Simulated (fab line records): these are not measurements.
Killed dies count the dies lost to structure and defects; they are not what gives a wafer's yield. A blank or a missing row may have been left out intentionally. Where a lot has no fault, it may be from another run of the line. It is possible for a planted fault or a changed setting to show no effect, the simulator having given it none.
Split-lot experiment    flow n5Finfet    21 wafers read from 7 lots, route of 1938 steps

## THE SPLIT ITSELF
At N5_BEOL_M6_DESCUM_33 (chemistry O2, time 7 s), the setting timeS was moved away from the recipe's 7 s on 7 of the 21 wafers read, by -12.7% to +19.8%. The other wafers ran this setting at the recipe's value.

Reading taken at the split's own step.

## THE READING
CAR-EUV_of_BEOL_M6_COAT_22.thkNm (the simulator's own value, which no gauge read), in nm, at N5_BEOL_M6_DESCUM_33 (chemistry O2, time 7 s). There is no usual value for it anywhere in the file. Across the 14 wafers here that went through the recipe, the average is 26.1 nm and the standard deviation 0.09 nm.

wafer   tool, chamber at the split  timeS as run, s  against the recipe  CAR-EUV_of_BEOL_M6_COAT_22.thkNm, nm  against lot-mates on the recipe
L074.1  rieDiel-01, 0               6.49             -7.3%               26.6                                  +0.6
L074.4  rieDiel-01, 2               7                recipe              26                                    -
L074.5  rieDiel-01, 3               6.49             -7.3%               26.4                                  +0.4
L084.1  rieDiel-01, 1               7                recipe              26.2                                  -
L084.2  rieDiel-01, 3               8.389            +19.8%              25.4                                  -0.7
L084.5  rieDiel-01, 2               7                recipe              26                                    -
L087.3  rieDiel-05, 3               7                recipe              26                                    -
L087.5  rieDiel-05, 3               7                recipe              26                                    -
L087.6  rieDiel-05, 2               7                recipe              26.2                                  -
L086.2  rieDiel-05, 3,2             6.583            -6.0%               26.2                                  +0.2
L086.6  rieDiel-05, 3,2             6.583            -6.0%               26.2                                  +0.2
L086.5  rieDiel-05, 1               7                recipe              26                                    -
L089.2  rieDiel-05, 3,1             7                recipe              26                                    -
L089.4  rieDiel-05, 3,1             7                recipe              26                                    -
L089.6  rieDiel-05, 3               7                recipe              26.2                                  -
L093.1  rieDiel-03, 3               7                recipe              26.2                                  -
L093.2  rieDiel-03, 0               7                recipe              26                                    -
L093.4  rieDiel-03, 2               6.525            -6.8%               26.2                                  +0.1
L094.3  rieDiel-03, 1               6.112            -12.7%              26.6                                  +0.6
L094.4  rieDiel-03, 3               7                recipe              26                                    -
L094.5  rieDiel-03, 3               7                recipe              26                                    -
If several chambers appear in one row, that row covers several wafers at once and the file leaves open which wafer was in which chamber.

THE FIT
A straight line over all 21 wafers: CAR-EUV_of_BEOL_M6_COAT_22.thkNm changes by -0.037 nm for each +1% of timeS; r = -0.90; the points scatter about the line by 0.11 nm.
The same after taking each lot's own level away (the mean of its wafers on the recipe; 21 wafers): -0.0404 nm for each +1%; r = -0.91; scatter 0.11 nm.
Per that fit: largest timeS move, reading shift of 0.8 nm.
The lots' own levels span 26.00 to 26.10 nm, that is 1.1 times the standard deviation above.
The two slopes are in agreement: the lot-to-lot level therefore moves the slope only a little.
Check: -0.939 nm against its lot-mates is what the line predicts for one of the wafers moved furthest among these (+19.8%) when that wafer is left out of the fit. Against them it came out at -0.7 nm.

## OTHER SPLITS APPLIED TO THESE WAFERS
Note: prior to the reading, these wafers also went through further splits. Each is held against what the fit with the lots' levels taken away leaves over:
other split on the same wafers             wafers away from the commonest value  r with CAR-EUV_of_BEOL_M6_COAT_22.thkNm (lot level and that fit taken away)
N5_BEOL_M0_SAQP_SPACER2_ALD_26 targetThkA  8                                     -0.31
N5_BEOL_M0_CUTY_ETCH_63 sourceW            9                                     -0.30
N5_BEOL_M1_VIA_ETCH_34 timeS               8                                     +0.00
N5_BEOL_M1_TRENCH_ETCH_37 sourceW          5                                     -0.11
N5_BEOL_M2_ETCH_69 biasW                   5                                     +0.27
N5_BEOL_M3_ETCH_41 targetDepthA            8                                     -0.17
N5_BEOL_M4_DESCUM_33 timeS                 7                                     +0.19
N5_BEOL_M4_ETCH_69 cf4FlowSccm             6                                     +0.17
N5_BEOL_M5_VIA_ETCH_34 biasW               6                                     -0.22
N5_BEOL_M5_TRENCH_ETCH_37 sourceW          6                                     -0.06

## THE FILE'S OWN FIT
CAR-EUV_of_BEOL_M6_COAT_22.thkNm changes by -0.0392 nm for each +1% of timeS, r = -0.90.
